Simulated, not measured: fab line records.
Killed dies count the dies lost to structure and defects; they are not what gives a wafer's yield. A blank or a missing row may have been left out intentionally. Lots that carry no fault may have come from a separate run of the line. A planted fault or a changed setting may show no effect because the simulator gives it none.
Which of the tools did it? ; flow n5_finfet ; Sampling: 22 lots, 66 wafers, 4 of 1938 route steps

WHAT EACH GAUGE READ, for each wafer
N5_BEOL_M12_INSPECT_55: inspects for defects (darkfield).
lot;measured;on;raw_defect_count
L074;day 10 22:38;defect_inspect-01;33 27 51
L076;day 11 06:32;defect_inspect-02;65 43 47
L077;day 11 10:00;defect_inspect-01;70 54 37
L075;day 11 10:32;defect_inspect-02;83 143 68
L078;day 11 16:25;defect_inspect-01;57 67 46
L079;day 11 19:19;defect_inspect-02;24 79 47
L080;day 12 14:40;defect_inspect-02;43 42 103
L081;day 12 16:55;defect_inspect-01;38 47 35
L082;day 12 17:39;defect_inspect-02;68 40 52
L083;day 13 03:15;defect_inspect-02;55 58 48
L084;day 13 09:10;defect_inspect-02;48 45 34
L086;day 13 16:34;defect_inspect-01;76 117 66
L085;day 13 17:38;defect_inspect-01;58 70 68
L087;day 13 22:00;defect_inspect-02;62 107 120
L088;day 14 00:10;defect_inspect-02;57 93 96
L089;day 14 10:05;defect_inspect-02;60 115 102
L091;day 15 07:17;defect_inspect-01;56 54 49
L090;day 15 07:39;defect_inspect-01;62 43 61
L092;day 15 15:39;defect_inspect-01;52 50 59
L094;day 15 17:57;defect_inspect-01;98 44 88
L093;day 15 18:16;defect_inspect-01;81 61 59
L097;day 16 20:08;defect_inspect-02;65 79 61

N5_BEOL_M14_OVL_MEAS_11.
lot;measured;on;V13_OVL (nm)
L074;day 11 05:41;overlay-02;3 5 0
L076;day 11 11:16;overlay-02;-2 4 -3
L077;day 11 19:13;overlay-02;-3 -10 -5
L075;day 11 20:10;overlay-01;-9 -3 -5
L078;day 11 22:26;overlay-02;2 6 3
L079;day 12 05:31;overlay-01;0 -2 -1
L080;day 12 19:21;overlay-02;8 5 7
L081;day 12 21:55;overlay-02;-6 -2 -6
L082;day 13 00:12;overlay-01;-3 0 1
L083;day 13 11:09;overlay-02;1 3 -1
L084;day 13 14:58;overlay-02;-3 -3 -7
L086;day 13 22:10;overlay-01;8 -3 5
L085;day 14 01:08;overlay-01;-7 1 1
L087;day 14 05:26;overlay-02;2 2 0
L088;day 14 06:10;overlay-02;0 2 -2
L089;day 14 16:40;overlay-02;-3 -3 0
L091;day 15 15:55;overlay-01;2 -6 -2
L090;day 15 15:30;overlay-02;-1 6 -3
L092;day 15 21:08;overlay-01;-2 -8 -4
L094;day 16 00:34;overlay-02;1 4 7
L093;day 16 00:59;overlay-02;-2 4 -1
L097;day 17 02:10;overlay-02;-5 0 2

WHICH TOOL RAN EACH LOT (tool, then ch and the chambers of the sampled wafers, then the start)
lot;N5_BEOL_M13_TRENCH_ETCH_34;N5_BEOL_M13_SPUTTER_43
L074;rie_diel-03 ch 0,2,3, day 11 00:44;pvd_sputter-02, day 11 03:49
L076;rie_diel-03 ch 0,1,3, day 11 08:45;pvd_sputter-01, day 11 09:31
L077;rie_diel-03 ch 0,3, day 11 12:55;pvd_sputter-01, day 11 17:19
L075;rie_diel-03 ch 0,1, day 11 13:59;pvd_sputter-03, day 11 17:47
L078;rie_diel-03 ch 1,2,3, day 11 19:00;pvd_sputter-02, day 11 20:38
L079;rie_diel-05 ch 0,1,3, day 11 21:49;pvd_sputter-03, day 12 03:46
L080;rie_diel-05 ch 0,3, day 12 16:56;pvd_sputter-03, day 12 17:36
L081;rie_diel-03 ch 0,2, day 12 18:59;pvd_sputter-01, day 12 20:09
L082;rie_diel-02 ch 0,1,2, day 12 20:11;pvd_sputter-01, day 12 22:27
L083;rie_diel-02 ch 0,1, day 13 05:18;pvd_sputter-01, day 13 08:27
L084;rie_diel-03 ch 0,2, day 13 11:22;pvd_sputter-02, day 13 12:40
L086;rie_diel-05 ch 0,2,3, day 13 18:36;pvd_sputter-02, day 13 20:15
L085;rie_diel-02 ch 0,2,3, day 13 20:14;pvd_sputter-01, day 13 23:15
L087;rie_diel-02 ch 0,1,3, day 14 01:22;pvd_sputter-03, day 14 03:40
L088;rie_diel-05 ch 2,3, day 14 02:18;pvd_sputter-03, day 14 04:18
L089;rie_diel-03 ch 2,3, day 14 12:11;pvd_sputter-03, day 14 14:48
L091;rie_diel-03 ch 0,1,3, day 15 09:44;pvd_sputter-02, day 15 13:56
L090;rie_diel-02 ch 0,1, day 15 09:54;pvd_sputter-02, day 15 13:37
L092;rie_diel-03 ch 0,1,2, day 15 17:55;pvd_sputter-02, day 15 19:16
L094;rie_diel-05 ch 1,2,3, day 15 20:11;pvd_sputter-01, day 15 22:34
L093;rie_diel-02 ch 0,2,3, day 15 20:16;pvd_sputter-01, day 15 22:58
L097;rie_diel-02 ch 0,1,3, day 16 22:42;pvd_sputter-01, day 17 00:17
- N5_BEOL_M13_TRENCH_ETCH_34: etches SiOC in C4F8/O2/Ar, target depth 413.47 nm, time 162.6 s.
- N5_BEOL_M13_SPUTTER_43: material TaN, target thk 15 nm, time 24.19 s.

AS READ BY THE TOOLS THEMSELVES (means over the sampled wafers that have a number; for cases with no such wafer, the mark the record gives instead)
N5_BEOL_M13_TRENCH_ETCH_34.
lot;tool;C4F8_flow_sccm (sccm);drypump_motor_current_A (A);he_inner_torr (Torr);oes_product_au (a.u.);rf_vpp_V (V);showerhead_plenum_p_Torr (Torr);throttle_valve_pct (%)
L074;rie_diel-03;14.97;5.2;15.006;0.80;666.1;3.44;24.15
L076;rie_diel-03;14.95;5.4;15.018;0.76;665.6;3.42;24.14
L077;rie_diel-03;15.03;5.4;14.976;0.72;664.4;3.40;24.18
L075;rie_diel-03;14.95;5.5;15.003;0.79;665.8;3.42;24.07
L078;rie_diel-03;14.97;5.2;14.980;0.79;665.4;3.44;24.18
L079;rie_diel-05;14.97;5.6;14.998;0.81;664.3;3.38;24.25
L080;rie_diel-05;14.98;5.8;14.982;0.80;661.7;3.30;24.37
L081;rie_diel-03;15.00;5.1;14.995;0.85;667.3;3.46;24.13
L082;rie_diel-02;14.93;5.5;14.992;0.82;667.4;3.48;23.94
L083;rie_diel-02;15.03;5.7;15.022;0.86;669.3;3.54;23.76
L084;rie_diel-03;14.98;5.1;15.004;0.84;666.9;3.45;24.15
L086;rie_diel-05;15.00;6.1;14.996;0.88;665.6;3.42;24.28
L085;rie_diel-02;15.01;5.6;14.954;0.77;667.5;3.50;24.06
L087;rie_diel-02;15.01;5.7;14.958;0.81;668.3;3.52;23.95
L088;rie_diel-05;14.99;5.8;14.988;0.80;665.2;3.38;24.34
L089;rie_diel-03;14.95;5.2;15.014;0.73;665.2;3.41;24.26
L091;rie_diel-03;15.00;5.5;14.996;0.72;664.7;3.40;24.18
L090;rie_diel-02;15.01;5.6;14.971;0.83;667.9;3.49;23.84
L092;rie_diel-03;15.03;5.2;15.003;0.78;666.2;3.43;24.15
L094;rie_diel-05;14.93;5.6;14.996;0.87;666.6;3.45;24.12
L093;rie_diel-02;15.01;5.6;15.026;0.76;667.1;3.49;24.08
L097;rie_diel-02;15.01;5.7;14.977;0.78;668.4;3.51;23.97

N5_BEOL_M13_SPUTTER_43.
lot;tool;bias_v (V);throttle_valve_pct (%)
L074;pvd_sputter-02;167.1;29.7
L076;pvd_sputter-01;169.2;30.4
L077;pvd_sputter-01;168.5;30.2
L075;pvd_sputter-03;169.1;29.7
L078;pvd_sputter-02;168.0;29.4
L079;pvd_sputter-03;169.2;29.8
L080;pvd_sputter-03;169.1;29.6
L081;pvd_sputter-01;169.0;29.9
L082;pvd_sputter-01;166.9;30.3
L083;pvd_sputter-01;168.1;30.5
L084;pvd_sputter-02;167.7;30.8
L086;pvd_sputter-02;169.8;30.8
L085;pvd_sputter-01;170.3;30.2
L087;pvd_sputter-03;166.6;28.8
L088;pvd_sputter-03;167.5;29.5
L089;pvd_sputter-03;168.9;29.9
L091;pvd_sputter-02;169.0;29.9
L090;pvd_sputter-02;166.9;30.0
L092;pvd_sputter-02;168.8;30.5
L094;pvd_sputter-01;169.7;30.5
L093;pvd_sputter-01;167.0;30.4
L097;pvd_sputter-01;166.4;30.2

THE ANSWER, worked out from the rows above alone
Rule: the usual values come from the lots themselves. The widest of any qualifying gaps counts: lots, ordered by their means at a reading, are off when they make up no more than a third of the lots, leave a main group of 4 or more, and stand apart from it by 3 or more times the standard deviation of that group's means. The tables above print the reading to a certain number of digits; a main group whose means all agree to those digits is not used. A lot without any number at a reading at which 4 lots or more have one is off too. All remaining lots with rows at the step are treated as sound. After the gauges, taken in route order, come the tools' own readings; for these a lot's mean is taken, as printed above. The first step at which some lot is off is used, and at that step the reading that is off furthest; a lot without a number counts as furthest.
No lot is off on any of the readings shown, so nothing can be concluded from this.

WHAT THE SIMULATOR PUT IN
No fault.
